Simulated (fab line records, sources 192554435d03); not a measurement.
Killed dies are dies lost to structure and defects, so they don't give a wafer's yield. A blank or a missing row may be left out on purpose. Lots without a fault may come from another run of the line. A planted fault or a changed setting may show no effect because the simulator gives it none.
fab line records | flow n5_finfet
record lots=23 wafers=69 last_day=17
route steps=1938 shown GATE_CUT@505 MOL_CONTACT_COAG@531
lots that met no fault: from a run of the same line without faults
start_h: hours from the record's first day to the start of the lot's first wafer shown | wait_h: hours since the lot's step before | " the same as in the row above | L1.1+2: a row that stands for several wafers | - no value, or no start given | * or withheld: withheld | < > ~ a bound
route shown NAME@n: a module of which the file shows steps, and the number in the route of the first | usual: mean/standard deviation of fault-free wafers | same: alike in all rows | chamber/n: place in a boat | sites: the reading at each site | _std_site: their standard deviation | _edge_site: outer sites' mean less inner sites' | radius_mm: how far each site lies from the wafer's centre | mask NAME#n: copy n | behind: the tool/chamber that last shaped the wafer | hold: why the lot was held/for how many hours/how that ended | device: the transistor (n, p or np) that didn't switch | end of line: the same wafers' tests at the end of the route | a step without rows: its recipe alone | killed: dies lost to structure and defects at the first sort, not the wafer's yield | map: a wafer's dies, x killed, . not, _ none there
set.NAME: the setting as run; set.NAME@STEP: as run at that earlier step | model.NAME: the simulator's own value behind a step, which no gauge read
steps of the route over a sample of lots; a table a step, a row a wafer
services: from which hour (start_h, from the record's first day; less than 0 if before it) a tool's chamber was out of use, for how many hours, and why
## steps
# step N5_GATE_CUT_VAPOR_ETCH_49
# recipe chemistry=BCl3/Cl2 target=TiAlC mode=isotropic
# usual drypump_motor_current_A=6.1/0.43 he_backside_leak_sccm=3.59/0.22 oes_product_au=0.74/0.1
# columns lot.wafer tool chamber start_h wait_h drypump_motor_current_A he_backside_leak_sccm oes_product_au
L074.2 rie_metal-02 0 82.95 0.1 5.9 3.58 0.69
L074.4 " 0 " " 5.9 3.66 0.69
L074.5 " 0 " " 5.9 3.79 0.68
L075.3 rie_metal-03 0 89.93 0.0 5.4 3.49 0.76
L075.5 " 1 " " 6.5 3.54 0.90
L075.6 " 0 " " 5.4 3.37 0.76
L076.2 rie_metal-03 1 96.71 0.0 6.5 3.58 0.89
L076.5 " 0 " " 5.4 3.52 0.75
L076.6 " 1 " " 6.5 3.59 0.89
L077.2 rie_metal-02 0 103.02 0.1 5.9 3.62 0.68
L077.4 " 0 " " 5.8 3.67 0.68
L077.6 " 0 " " 5.9 3.47 0.68
L078.3 rie_metal-01 1 110.14 0.0 6.5 3.68 0.61
L078.4 " 0 " " 6.3 3.44 0.64
L078.6 " 0 " " 6.3 3.49 0.64
L079.2 rie_metal-02 0 120.13 0.1 5.9 3.63 0.67
L079.3 " 0 " " 5.8 3.84 0.68
L079.4 " 0 " " 5.9 3.91 0.67
L080.2 rie_metal-01 1 121.40 0.0 6.5 3.53 0.61
L080.4 " 1 " " 6.6 3.58 0.61
L080.6 " 1 " " 6.6 3.39 0.61
L081.1 rie_metal-01 0 127.83 0.0 6.3 3.31 0.63
L081.4 " 0 " " 6.3 3.35 0.64
L081.6 " 0 " " 6.3 3.50 0.64
L082.2 rie_metal-03 1 131.87 0.0 6.5 3.64 0.86
L082.5 " 1 " " 6.4 3.71 0.86
L082.6 " 0 " " 5.4 3.50 0.74
L083.3 rie_metal-01 0 136.20 0.0 6.2 3.38 0.63
L083.4 " 1 " " 6.6 3.53 0.60
L083.5 " 0 " " 6.2 3.26 0.64
L084.2 rie_metal-03 0 143.98 0.0 5.4 3.53 0.74
L084.4 " 0 " " 5.4 3.64 0.73
L084.6 " 0 " " 5.4 3.46 0.74
L085.1 rie_metal-02 1 156.44 0.0 6.6 3.70 0.83
L085.2 " 0 " " 5.9 4.00 0.68
L085.6 " 0 " " 5.9 3.98 0.68
L087.1 rie_metal-03 0 162.88 0.0 5.4 3.49 0.73
L087.5 " 0 " " 5.4 3.36 0.72
L087.6 " 1 " " 6.5 3.49 0.84
L088.1 rie_metal-03 1 173.10 0.0 6.4 3.52 0.85
L088.2 " 0 " " 5.4 3.53 0.73
L088.3 " 0 " " 5.4 3.56 0.73
L089.2 rie_metal-03 1 176.51 0.0 6.5 3.60 0.85
L089.4 " 0 " " 5.4 3.64 0.73
L089.5 " 0 " " 5.4 3.53 0.73
L090.2 rie_metal-03 1 179.25 0.0 6.5 3.69 0.85
L090.3 " 0 " " 5.4 3.59 0.74
L090.6 " 1 " " 6.4 5.47 0.85
L091.2 rie_metal-02 0 189.08 0.0 5.9 3.58 0.67
L091.3 " 1 " " 6.6 3.57 0.81
L091.6 " 1 " " 6.5 3.79 0.81
L092.2 rie_metal-01 0 196.27 0.1 6.3 3.47 0.62
L092.3 " 0 " " 6.3 3.41 0.62
L092.4 " 0 " " 6.3 3.35 0.63
L093.1 rie_metal-02 1 199.84 0.0 6.5 3.55 0.82
L093.2 " 0 " " 5.9 3.68 0.67
L093.5 " 0 " " 5.9 3.87 0.67
L094.1 rie_metal-01 0 207.69 0.0 6.3 3.58 0.62
L094.5 " 0 " " 6.2 3.53 0.62
L094.6 " 1 " " 6.6 3.47 1.00
L095.1 rie_metal-02 0 212.17 0.0 5.9 3.97 0.66
L095.3 " 1 " " 6.6 3.51 0.82
L095.4 " 0 " " 5.9 3.79 0.67
L096.1 rie_metal-01 1 217.12 0.0 6.6 3.39 0.99
L096.3 " 1 " " 6.6 3.52 1.00
L096.4 " 0 " " 6.2 3.47 0.63
L097.2 rie_metal-03 1 224.14 0.0 6.5 3.56 0.82
L097.4 " 1 " " 6.5 3.60 0.83
L097.5 " 1 " " 6.5 3.53 0.83
# step N5_MOL_CONTACT_COAG_ETCH_105
# recipe chemistry=CF4 target=SiARC target_depth_a=156 mask_material=CAR-EUV time_s=26 ion_energy_ev=80 pressure_mtorr=40 source_w=545 bias_w=36 Ar_flow_sccm=100 cf4_flow_sccm=100 ends=cleared
# usual drypump_motor_current_A=5.7/0.39 etch_rf_on_time_s=26.3/0.74 oes_product_au=0.65/0.06 rf_vpp_V=184.3/1.2 showerhead_plenum_p_Torr=2.16/0.065 throttle_valve_pct=15.67/0.24
# columns lot.wafer tool chamber start_h wait_h drypump_motor_current_A etch_rf_on_time_s oes_product_au rf_hours_counter_h rf_vpp_V showerhead_plenum_p_Torr throttle_valve_pct
L074.2 rie_diel-03 1 86.44 0.0 5.7 26.1 0.77 30 184.5 2.17 15.32
L074.4 " 3 " " 5.6 25.4 0.72 85 183.2 2.07 15.18
L074.5 " 3 " " 5.6 25.4 0.71 - 184.7 2.07 15.16
L075.3 rie_diel-05 1 93.40 0.0 5.6 27.1 0.65 156 184.6 2.20 15.56
L075.5 " 3 " " 6.4 26.3 0.59 - 181.4 2.05 15.81
L075.6 " 0 " " 5.4 25.5 0.67 - 185.5 2.22 15.87
L076.2 rie_diel-05 0 101.05 0.0 5.4 25.4 0.67 157 184.2 2.22 15.87
L076.5 " 2 " " 5.2 27.0 0.62 - 185.2 2.22 15.95
L076.6 " 3 " " 6.5 26.3 0.59 - 183.2 2.05 15.81
L077.2 rie_diel-05 1 107.62 0.0 5.6 27.1 0.64 163 185.9 2.20 15.57
L077.4 " 2 " " 5.2 26.9 0.62 192 185.7 2.22 15.94
L077.6 " 3 " " 6.5 26.2 0.58 - 181.2 2.04 15.81
L078.3 rie_diel-05 2 113.49 0.0 5.2 27.5 0.61 195 184.7 2.22 15.95
L078.4 " 0 " " 5.4 26.2 0.65 164 183.8 2.22 15.88
L078.6 " 2 " " 5.2 27.4 0.61 - 185.9 2.22 15.95
L079.2 rie_diel-05 0 123.42 0.0 5.4 25.6 0.66 167 185.4 2.22 15.90
L079.3 " 3 " " 6.5 26.5 0.58 234 183.0 2.04 15.80
L079.4 " 2 " " 5.2 26.9 0.60 199 185.8 2.22 15.96
L080.2 rie_diel-05 1 124.64 0.0 5.6 27.4 0.64 170 187.2 2.20 15.56
L080.4 " 3 " " 6.4 26.4 0.57 234 182.1 2.04 15.81
L080.6 " 1 " " 5.6 27.2 0.64 - 185.1 2.20 15.55
L081.1 rie_diel-05 2 131.06 0.0 5.2 27.1 0.61 202 184.5 2.21 15.97
L081.4 " 1 " " 5.6 27.1 0.64 172 185.0 2.20 15.57
L081.6 " 3 " " 6.5 26.4 0.58 - 182.0 2.04 15.82
L082.2 rie_diel-03 1 135.24 0.0 5.7 25.9 0.74 42 186.5 2.16 15.32
L082.5 " 1 " " 5.6 25.9 0.74 - 183.6 2.16 15.34
L082.6 " 0 " " 5.9 26.6 0.64 - 185.0 2.24 15.49
L083.3 rie_diel-05 0 139.42 0.0 5.4 25.9 0.65 173 185.1 2.22 15.91
L083.4 " 2 " " 5.2 27.2 0.60 204 183.9 2.21 15.98
L083.5 " 2 " " 5.2 27.3 0.61 - 185.1 2.21 15.96
L084.2 rie_diel-05 3 147.34 0.0 6.5 26.5 0.56 243 184.1 2.04 15.83
L084.4 " 1 " " 5.6 27.2 0.63 - 185.8 2.20 15.60
L084.6 " 3 " " 6.5 26.6 0.57 - 182.6 2.04 15.84
L085.1 rie_diel-05 1 159.81 0.0 5.6 27.2 0.63 183 185.8 2.20 15.59
L085.2 " 3 " " 6.5 26.4 0.57 248 182.0 2.04 15.84
L085.6 " 1 " " 5.6 27.3 0.63 - 184.7 2.20 15.62
L087.1 rie_diel-03 3 166.60 0.0 5.7 24.8 0.71 107 182.9 2.07 15.22
L087.5 " 1 " " 5.7 25.7 0.73 - 185.2 2.16 15.35
L087.6 " 0 " " 5.9 26.9 0.63 - 186.1 2.23 15.53
L088.1 rie_diel-05 2 177.49 0.0 5.2 27.1 0.61 207 184.8 2.21 15.98
L088.2 " 1 " " 5.7 27.2 0.63 184 185.0 2.20 15.59
L088.3 " 3 " " 6.5 26.2 0.57 249 183.8 2.04 15.86
L089.2 rie_diel-03 3 179.87 0.0 5.6 24.9 0.70 113 184.6 2.06 15.23
L089.4 " 0 " " 5.9 26.9 0.64 177 185.2 2.23 15.53
L089.5 " 1 " " 5.6 25.8 0.72 - 184.6 2.16 15.34
L090.2 rie_diel-03 0 183.27 0.0 5.9 27.2 0.63 178 184.3 2.23 15.54
L090.3 " 1 " " 5.7 26.2 0.72 61 185.8 2.16 15.37
L090.6 " 0 " " 5.9 27.0 0.63 - 185.2 2.23 15.55
L091.2 rie_diel-05 2 192.89 0.0 5.2 26.9 0.60 218 184.4 2.21 15.99
L091.3 " 1 " " 5.6 26.9 0.62 194 185.4 2.19 15.62
L091.6 " 1 " " 5.6 26.9 0.62 - 183.6 2.19 15.62
L092.2 rie_diel-05 1 199.77 0.0 5.6 27.4 0.62 199 184.4 2.19 15.64
L092.3 " 0 " " 5.4 25.6 0.64 195 185.3 2.21 15.95
L092.4 " 0 " " 5.4 25.6 0.64 - 184.8 2.21 15.95
L093.1 rie_diel-03 1 203.28 0.0 5.7 25.9 0.71 71 184.4 2.15 15.39
L093.2 " 0 " " 5.9 26.4 0.63 189 186.0 2.23 15.56
L093.5 " 0 " " 5.9 26.6 0.63 - 184.6 2.23 15.56
L094.1 rie_diel-01 3 211.05 0.0 5.6 25.7 0.60 228 183.6 2.13 16.00
L094.5 " 1 " " 5.8 26.7 0.59 - 184.5 2.13 15.42
L094.6 " 3 " " 5.5 26.0 0.59 - 184.2 2.13 16.00
L095.1 rie_diel-01 0 215.84 0.0 5.9 26.0 0.76 27 184.1 2.10 15.42
L095.3 " 1 " " 5.7 26.4 0.60 216 184.3 2.13 15.42
L095.4 " 3 " " 5.5 25.6 0.59 230 183.0 2.13 16.01
L096.1 rie_diel-01 2 220.48 0.0 5.7 24.9 0.83 2 183.8 2.10 15.58
L096.3 " 1 " " 5.8 26.4 0.59 217 184.3 2.13 15.43
L096.4 " 0 " " 5.9 25.9 0.76 29 182.7 2.10 15.45
L097.2 rie_diel-03 2 227.79 0.0 5.0 26.4 0.62 197 183.6 2.13 15.54
L097.4 " 0 " " 5.9 26.7 0.62 198 183.9 2.22 15.58
L097.5 " 1 " " 5.7 26.1 0.71 - 183.9 2.15 15.42
# step N5_MOL_CONTACT_COAG_ETCH_15
# recipe chemistry=CH3F/O2 target=SiNx target_depth_a=70 mask_material=SOC stop_on=Si:P over_etch_frac=0.75 ion_energy_ev=120 pressure_mtorr=30 source_w=395 bias_w=73 Ar_flow_sccm=150 CH3F_flow_sccm=30 O2_flow_sccm=20
# usual drypump_motor_current_A=5.7/0.39 oes_product_au=0.56/0.047 rf_vpp_V=301/6.5 showerhead_plenum_p_Torr=2.01/0.062 throttle_valve_pct=16.38/0.25
# columns lot.wafer tool chamber start_h wait_h drypump_motor_current_A oes_product_au rf_hours_counter_h rf_vpp_V showerhead_plenum_p_Torr throttle_valve_pct
L074.2 rie_diel-03 1 86.60 0.0 5.7 0.66 30 301 2.03 16.04
L074.4 " 3 " " 5.6 0.61 85 288 1.92 15.83
L074.5 " 3 " " 5.6 0.60 - 287 1.92 15.82
L075.3 rie_diel-05 1 93.57 0.0 5.6 0.57 156 310 2.07 16.29
L075.5 " 3 " " 6.5 0.50 - 301 1.91 16.54
L075.6 " 0 " " 5.4 0.57 - 304 2.08 16.58
L076.2 rie_diel-05 0 101.22 0.0 5.4 0.57 157 303 2.07 16.59
L076.5 " 2 " " 5.2 0.54 - 310 2.07 16.61
L076.6 " 3 " " 6.5 0.51 - 300 1.91 16.55
L077.2 rie_diel-05 1 107.79 0.0 5.6 0.55 163 309 2.07 16.30
L077.4 " 2 " " 5.2 0.54 192 308 2.07 16.63
L077.6 " 3 " " 6.5 0.51 - 300 1.91 16.55
L078.3 rie_diel-05 2 113.65 0.0 5.2 0.54 195 307 2.07 16.62
L078.4 " 0 " " 5.3 0.57 164 302 2.07 16.59
L078.6 " 2 " " 5.2 0.54 - 309 2.07 16.63
L079.2 rie_diel-05 0 123.58 0.0 5.4 0.56 167 303 2.07 16.60
L079.3 " 3 " " 6.5 0.50 234 300 1.91 16.57
L079.4 " 2 " " 5.2 0.53 199 308 2.07 16.63
L080.2 rie_diel-05 1 124.80 0.0 5.6 0.56 170 310 2.06 16.32
L080.4 " 3 " " 6.5 0.50 234 300 1.91 16.56
L080.6 " 1 " " 5.6 0.56 - 311 2.06 16.31
L081.1 rie_diel-05 2 131.22 0.0 5.2 0.53 202 308 2.07 16.64
L081.4 " 1 " " 5.6 0.56 172 309 2.06 16.32
L081.6 " 3 " " 6.4 0.50 - 300 1.91 16.56
L082.2 rie_diel-03 1 135.40 0.0 5.7 0.64 42 303 2.02 16.08
L082.5 " 1 " " 5.7 0.64 - 302 2.02 16.05
L082.6 " 0 " " 5.9 0.57 - 302 2.09 16.19
L083.3 rie_diel-05 0 139.59 0.0 5.4 0.56 173 304 2.07 16.62
L083.4 " 2 " " 5.2 0.53 204 309 2.06 16.64
L083.5 " 2 " " 5.2 0.53 - 308 2.06 16.65
L084.2 rie_diel-05 3 147.50 0.0 6.5 0.50 243 299 1.91 16.59
L084.4 " 1 " " 5.6 0.56 - 309 2.06 16.33
L084.6 " 3 " " 6.5 0.50 - 300 1.91 16.58
L085.1 rie_diel-05 1 159.97 0.0 5.6 0.55 183 309 2.06 16.34
L085.2 " 3 " " 6.5 0.49 248 300 1.91 16.60
L085.6 " 1 " " 5.6 0.55 - 308 2.06 16.35
L087.1 rie_diel-03 3 166.76 0.0 5.6 0.60 107 287 1.92 15.86
L087.5 " 1 " " 5.7 0.63 - 301 2.02 16.08
L087.6 " 0 " " 5.9 0.55 - 303 2.08 16.20
L088.1 rie_diel-05 2 177.65 0.0 5.2 0.53 208 308 2.06 16.65
L088.2 " 1 " " 5.6 0.56 184 310 2.06 16.35
L088.3 " 3 " " 6.5 0.49 249 300 1.91 16.60
L089.2 rie_diel-03 3 180.04 0.0 5.7 0.58 113 287 1.91 15.89
L089.4 " 0 " " 5.9 0.55 177 300 2.08 16.20
L089.5 " 1 " " 5.7 0.62 - 303 2.02 16.08
L090.2 rie_diel-03 0 183.43 0.0 5.8 0.55 178 301 2.08 16.20
L090.3 " 1 " " 5.7 0.62 61 303 2.02 16.10
L090.6 " 0 " " 5.9 0.54 - 300 2.08 16.22
L091.2 rie_diel-05 2 193.06 0.0 5.2 0.52 218 308 2.06 16.69
L091.3 " 1 " " 5.6 0.55 194 310 2.05 16.36
L091.6 " 1 " " 5.6 0.55 - 309 2.05 16.36
L092.2 rie_diel-05 1 199.93 0.0 5.6 0.54 199 308 2.05 16.38
L092.3 " 0 " " 5.3 0.54 195 303 2.06 16.64
L092.4 " 0 " " 5.4 0.54 - 304 2.06 16.65
L093.1 rie_diel-03 1 203.45 0.0 5.7 0.61 71 303 2.01 16.11
L093.2 " 0 " " 5.9 0.54 189 304 2.08 16.23
L093.5 " 0 " " 5.9 0.54 - 301 2.08 16.24
L094.1 rie_diel-01 3 211.21 0.0 5.5 0.50 228 289 1.99 16.76
L094.5 " 1 " " 5.8 0.52 - 300 1.98 16.08
L094.6 " 3 " " 5.5 0.51 - 290 1.99 16.73
L095.1 rie_diel-01 0 216.00 0.0 5.9 0.65 27 293 1.96 16.20
L095.3 " 1 " " 5.8 0.51 216 302 1.98 16.08
L095.4 " 3 " " 5.6 0.51 230 288 1.99 16.73
L096.1 rie_diel-01 2 220.65 0.0 5.7 0.70 2 292 1.95 16.29
L096.3 " 1 " " 5.8 0.51 217 298 1.98 16.10
L096.4 " 0 " " 5.9 0.66 29 294 1.96 16.21
L097.2 rie_diel-03 2 227.96 0.0 5.0 0.54 197 297 1.99 16.25
L097.4 " 0 " " 5.9 0.54 198 303 2.07 16.24
L097.5 " 1 " " 5.7 0.59 - 302 2.01 16.14
# step N5_MOL_CONTACT_COAG_ETCH_110
# recipe chemistry=CF4/O2 target=Si target_depth_a=25 time_s=8 pressure_mtorr=100 source_w=200 bias_w=12 ion_energy_ev=60 Ar_flow_sccm=100 cf4_flow_sccm=100 O2_flow_sccm=10
# usual drypump_motor_current_A=5.7/0.39 oes_product_au=0.76/0.072 rf_vpp_V=129/3.3 showerhead_plenum_p_Torr=2.24/0.067 throttle_valve_pct=10.84/0.26
# same time_s=8
# columns lot.wafer tool chamber start_h wait_h drypump_motor_current_A oes_product_au rf_hours_counter_h rf_vpp_V showerhead_plenum_p_Torr throttle_valve_pct
L074.2 rie_diel-03 1 86.66 0.0 5.7 0.89 30 130 2.25 10.39
L074.4 " 3 " " 5.7 0.84 85 122 2.15 10.34
L074.5 " 3 " " 5.7 0.84 - 122 2.15 10.34
L075.3 rie_diel-05 1 93.63 0.0 5.6 0.75 156 134 2.29 10.75
L075.5 " 3 " " 6.5 0.69 - 129 2.13 11.02
L075.6 " 0 " " 5.4 0.79 - 130 2.31 10.98
L076.2 rie_diel-05 0 101.28 0.0 5.4 0.79 157 130 2.31 10.98
L076.5 " 2 " " 5.2 0.72 - 136 2.30 11.10
L076.6 " 3 " " 6.5 0.68 - 129 2.13 11.03
L077.2 rie_diel-05 1 107.85 0.0 5.6 0.75 163 134 2.29 10.75
L077.4 " 2 " " 5.2 0.72 192 134 2.30 11.12
L077.6 " 3 " " 6.5 0.68 - 129 2.12 11.03
L078.3 rie_diel-05 2 113.71 0.0 5.2 0.72 195 133 2.30 11.13
L078.4 " 0 " " 5.4 0.78 164 130 2.30 11.00
L078.6 " 2 " " 5.2 0.72 - 132 2.30 11.12
L079.2 rie_diel-05 0 123.64 0.0 5.4 0.77 167 130 2.30 11.01
L079.3 " 3 " " 6.4 0.67 234 127 2.12 11.05
L079.4 " 2 " " 5.2 0.71 199 132 2.30 11.13
L080.2 rie_diel-05 1 124.86 0.0 5.6 0.74 170 133 2.28 10.78
L080.4 " 3 " " 6.5 0.67 234 129 2.12 11.05
L080.6 " 1 " " 5.6 0.75 - 134 2.28 10.77
L081.1 rie_diel-05 2 131.28 0.0 5.2 0.71 202 135 2.30 11.14
L081.4 " 1 " " 5.6 0.75 172 133 2.28 10.78
L081.6 " 3 " " 6.5 0.68 - 129 2.12 11.08
L082.2 rie_diel-03 1 135.46 0.0 5.7 0.87 42 129 2.25 10.42
L082.5 " 1 " " 5.7 0.88 - 129 2.25 10.42
L082.6 " 0 " " 5.9 0.75 - 130 2.32 10.71
L083.3 rie_diel-05 0 139.65 0.0 5.4 0.77 173 130 2.30 11.04
L083.4 " 2 " " 5.2 0.70 204 134 2.30 11.16
L083.5 " 2 " " 5.2 0.72 - 133 2.30 11.14
L084.2 rie_diel-05 3 147.56 0.0 6.4 0.67 243 129 2.12 11.08
L084.4 " 1 " " 5.6 0.74 - 133 2.28 10.79
L084.6 " 3 " " 6.5 0.67 - 129 2.12 11.09
L085.1 rie_diel-05 1 160.03 0.0 5.6 0.74 183 133 2.28 10.83
L085.2 " 3 " " 6.5 0.67 248 131 2.12 11.09
L085.6 " 1 " " 5.6 0.74 - 133 2.28 10.82
L087.1 rie_diel-03 3 166.82 0.0 5.7 0.83 107 122 2.15 10.39
L087.5 " 1 " " 5.7 0.86 - 130 2.24 10.45
L087.6 " 0 " " 5.9 0.74 - 130 2.32 10.74
L088.1 rie_diel-05 2 177.71 0.0 5.2 0.70 208 135 2.30 11.15
L088.2 " 1 " " 5.6 0.73 184 133 2.28 10.81
L088.3 " 3 " " 6.5 0.67 249 130 2.12 11.09
L089.2 rie_diel-03 3 180.10 0.0 5.7 0.82 113 122 2.14 10.43
L089.4 " 0 " " 5.9 0.73 177 132 2.32 10.74
L089.5 " 1 " " 5.7 0.85 - 131 2.24 10.45
L090.2 rie_diel-03 0 183.49 0.0 5.9 0.74 178 130 2.32 10.75
L090.3 " 1 " " 5.7 0.85 61 130 2.24 10.49
L090.6 " 0 " " 5.9 0.73 - 131 2.32 10.75
L091.2 rie_diel-05 2 193.12 0.0 5.2 0.70 218 133 2.29 11.20
L091.3 " 1 " " 5.6 0.72 194 132 2.28 10.85
L091.6 " 1 " " 5.6 0.73 - 133 2.28 10.84
L092.2 rie_diel-05 1 199.99 0.0 5.6 0.71 199 132 2.27 10.87
L092.3 " 0 " " 5.4 0.75 195 131 2.29 11.11
L092.4 " 0 " " 5.4 0.75 - 129 2.29 11.11
L093.1 rie_diel-03 1 203.51 0.0 5.7 0.83 71 130 2.24 10.50
L093.2 " 0 " " 5.9 0.73 189 132 2.31 10.77
L093.5 " 0 " " 5.9 0.72 - 131 2.31 10.76
L094.1 rie_diel-01 3 211.27 0.0 5.5 0.69 228 124 2.21 11.20
L094.5 " 1 " " 5.7 0.69 - 130 2.21 10.71
L094.6 " 3 " " 5.5 0.69 - 123 2.21 11.22
L095.1 rie_diel-01 0 216.06 0.0 5.8 0.89 27 125 2.18 10.46
L095.3 " 1 " " 5.8 0.69 216 129 2.21 10.71
L095.4 " 3 " " 5.5 0.69 230 123 2.21 11.20
L096.1 rie_diel-01 2 220.71 0.0 5.7 0.98 2 125 2.18 10.58
L096.3 " 1 " " 5.8 0.69 217 130 2.21 10.69
L096.4 " 0 " " 5.9 0.89 29 125 2.18 10.49
L097.2 rie_diel-03 2 228.02 0.0 5.0 0.73 197 128 2.21 10.76
L097.4 " 0 " " 5.9 0.72 198 130 2.31 10.82
L097.5 " 1 " " 5.7 0.83 - 130 2.23 10.51
# step N5_MOL_CONTACT_COAG_TI_SIL_19
# recipe material=Ti target_thk_a=42 temp_c=200 chamber_pressure_pa=5 power_w=5000 time_s=15
# usual substrate_temp_c=199.97/0.16 throttle_valve_pct=29.8/1.2
# same time_s=15
# columns lot.wafer tool chamber start_h wait_h substrate_temp_c throttle_valve_pct
L074.2 pvd_sputter-03 - 87.51 0.4 199.85 30.2
L074.4 " - " " 200.04 29.3
L074.5 " - " " 199.69 30.3
L075.3 pvd_sputter-03 - 95.00 0.1 199.86 29.4
L075.5 " - " " 199.71 30.1
L075.6 " - " " 200.09 30.0
L076.2 pvd_sputter-02 - 102.91 0.2 200.05 29.2
L076.5 " - " " 199.83 28.5
L076.6 " - " " 200.06 30.0
L077.2 pvd_sputter-01 - 108.77 0.2 199.70 31.8
L077.4 " - " " 200.15 27.6
L077.6 " - " " 200.07 32.3
L078.3 pvd_sputter-01 - 115.05 0.2 199.81 31.2
L078.4 " - " " 199.98 27.5
L078.6 " - " " 199.90 30.9
L079.2 pvd_sputter-01 - 124.22 0.1 199.88 31.0
L079.3 " - " " 200.24 31.8
L079.4 " - " " 200.13 29.0
L080.2 pvd_sputter-01 - 125.46 0.2 199.98 29.1
L080.4 " - " " 199.72 31.0
L080.6 " - " " 199.78 31.1
L081.1 pvd_sputter-01 - 131.98 0.3 200.04 31.0
L081.4 " - " " 199.75 27.6
L081.6 " - " " 199.75 27.6
L082.2 pvd_sputter-01 - 138.45 1.5 199.79 27.8
L082.5 " - " " 200.07 28.8
L082.6 " - " " 200.19 31.0
L083.3 pvd_sputter-01 - 140.23 0.1 199.92 27.6
L083.4 " - " " 200.23 28.9
L083.5 " - " " 199.77 29.2
L084.2 pvd_sputter-03 - 148.24 0.2 199.85 30.5
L084.4 " - " " 200.08 30.5
L084.6 " - " " 199.72 30.1
L085.1 pvd_sputter-01 - 161.31 0.4 200.02 32.0
L085.2 " - " " 200.03 28.9
L085.6 " - " " 200.10 32.1
L087.1 pvd_sputter-03 - 167.56 0.3 200.28 29.6
L087.5 " - " " 199.93 29.0
L087.6 " - " " 200.24 29.3
L088.1 pvd_sputter-01 - 178.57 0.2 199.77 27.8
L088.2 " - " " 200.06 29.1
L088.3 " - " " 199.95 31.9
L089.2 pvd_sputter-03 - 180.70 0.2 200.42 29.3
L089.4 " - " " 199.73 30.4
L089.5 " - " " 200.09 29.1
L090.2 pvd_sputter-03 - 184.16 0.2 199.94 29.2
L090.3 " - " " 200.16 30.4
L090.6 " - " " 200.09 30.2
L091.2 pvd_sputter-01 - 194.38 0.2 199.95 27.7
L091.3 " - " " 200.04 30.8
L091.6 " - " " 199.84 27.8
L092.2 pvd_sputter-01 - 201.32 0.9 199.99 32.0
L092.3 " - " " 200.03 29.2
L092.4 " - " " 200.12 31.0
L093.1 pvd_sputter-03 - 204.97 0.2 200.06 29.4
L093.2 " - " " 199.87 29.0
L093.5 " - " " 200.16 30.4
L094.1 pvd_sputter-03 - 211.95 0.3 199.82 30.1
L094.5 " - " " 199.87 29.6
L094.6 " - " " 200.02 30.5
L095.1 pvd_sputter-03 - 216.65 0.2 199.83 29.6
L095.3 " - " " 200.10 30.3
L095.4 " - " " 199.88 30.2
L096.1 pvd_sputter-02 - 221.59 0.3 199.99 30.4
L096.3 " - " " 199.94 28.4
L096.4 " - " " 199.89 31.2
L097.2 pvd_sputter-03 - 228.66 0.2 199.89 30.3
L097.4 " - " " 200.25 30.4
L097.5 " - " " 199.89 29.3
# step N5_MOL_CONTACT_COAG_INSPECT_57
# recipe mode=adi inspect_instrument=brightfield
# usual raw_defect_count=217/57
# columns lot.wafer tool chamber start_h wait_h raw_defect_count
L074.2 defect_inspect-01 - 97.58 0.0 201
L074.4 " - " " 237
L074.5 " - " " 222
L075.3 defect_inspect-01 - 102.90 0.0 238
L075.5 " - " " 292
L075.6 " - " " 323
L076.2 defect_inspect-02 - 110.11 0.0 198
L076.5 " - " " 206
L076.6 " - " " 231
L077.2 defect_inspect-01 - 116.16 0.0 245
L077.4 " - " " 216
L077.6 " - " " 189
L078.3 defect_inspect-01 - 126.12 0.0 183
L078.4 " - " " 165
L078.6 " - " " 133
L079.2 defect_inspect-02 - 132.88 0.0 250
L079.3 " - " " 224
L079.4 " - " " 200
L080.2 defect_inspect-02 - 135.86 0.0 142
L080.4 " - " " 163
L080.6 " - " " 229
L081.1 defect_inspect-01 - 143.15 0.1 239
L081.4 " - " " 141
L081.6 " - " " 183
L082.2 defect_inspect-02 - 146.30 0.0 240
L082.5 " - " " 200
L082.6 " - " " 177
L083.3 defect_inspect-02 - 148.81 0.0 147
L083.4 " - " " 154
L083.5 " - " " 218
L084.2 defect_inspect-02 - 161.55 0.0 229
L084.4 " - " " 171
L084.6 " - " " 247
L085.1 defect_inspect-01 - 167.88 0.1 280
L085.2 " - " " 189
L085.6 " - " " 246
L087.1 defect_inspect-02 - 175.93 0.1 127
L087.5 " - " " 164
L087.6 " - " " 161
L088.1 defect_inspect-02 - 185.68 0.1 229
L088.2 " - " " 305
L088.3 " - " " 189
L089.2 defect_inspect-02 - 189.09 0.0 226
L089.4 " - " " 256
L089.5 " - " " 381
L090.2 defect_inspect-02 - 193.70 0.0 310
L090.3 " - " " 130
L090.6 " - " " 172
L091.2 defect_inspect-01 - 202.07 0.0 146
L091.3 " - " " 163
L091.6 " - " " 160
L092.2 defect_inspect-02 - 209.10 0.0 221
L092.3 " - " " 187
L092.4 " - " " 248
L093.1 defect_inspect-02 - 215.27 0.1 118
L093.2 " - " " 164
L093.5 " - " " 119
L094.1 defect_inspect-02 - 221.90 0.1 259
L094.5 " - " " 230
L094.6 " - " " 158
L095.1 defect_inspect-01 - 225.97 0.1 308
L095.3 " - " " 257
L095.4 " - " " 266
L096.1 defect_inspect-01 - 229.12 0.1 246
L096.3 " - " " 276
L096.4 " - " " 207
L097.2 defect_inspect-02 - 239.96 0.0 225
L097.4 " - " " 198
L097.5 " - " " 193
## services
# columns tool chamber start_h hours kind
rie_diel-01 - 64.71 1.3 repair
rie_metal-02 1 68.47 71.4 repair
pvd_sputter-03 - 77.00 1.2 repair
rie_metal-02 - 89.89 1.2 repair
rie_diel-03 - 93.58 15.6 pm
rie_diel-01 0 120.89 - clean
rie_diel-01 0 120.89 - consumable_replace:focus_ring
rie_metal-02 0 122.24 33.3 repair
rie_metal-03 - 123.70 0.8 repair
rie_diel-03 - 128.92 2.1 repair
rie_diel-05 2 141.89 14.4 repair
pvd_sputter-01 - 149.90 7.8 repair
rie_diel-05 0 157.23 1.9 repair
rie_diel-03 1 159.93 2.5 repair
rie_diel-05 - 161.75 14.6 pm
rie_diel-03 - 170.76 0.3 repair
pvd_sputter-01 - 175.05 0.9 repair
rie_diel-01 - 179.88 15.6 pm
rie_diel-05 3 180.98 - clean
rie_diel-05 3 180.98 - consumable_replace:focus_ring
rie_diel-05 3 180.98 - consumable_replace:showerhead
rie_diel-05 3 180.98 20.5 scheduled_down
rie_diel-05 3 180.98 20.5 vent_cycle
rie_diel-01 - 198.29 0.4 repair
## key
fault none
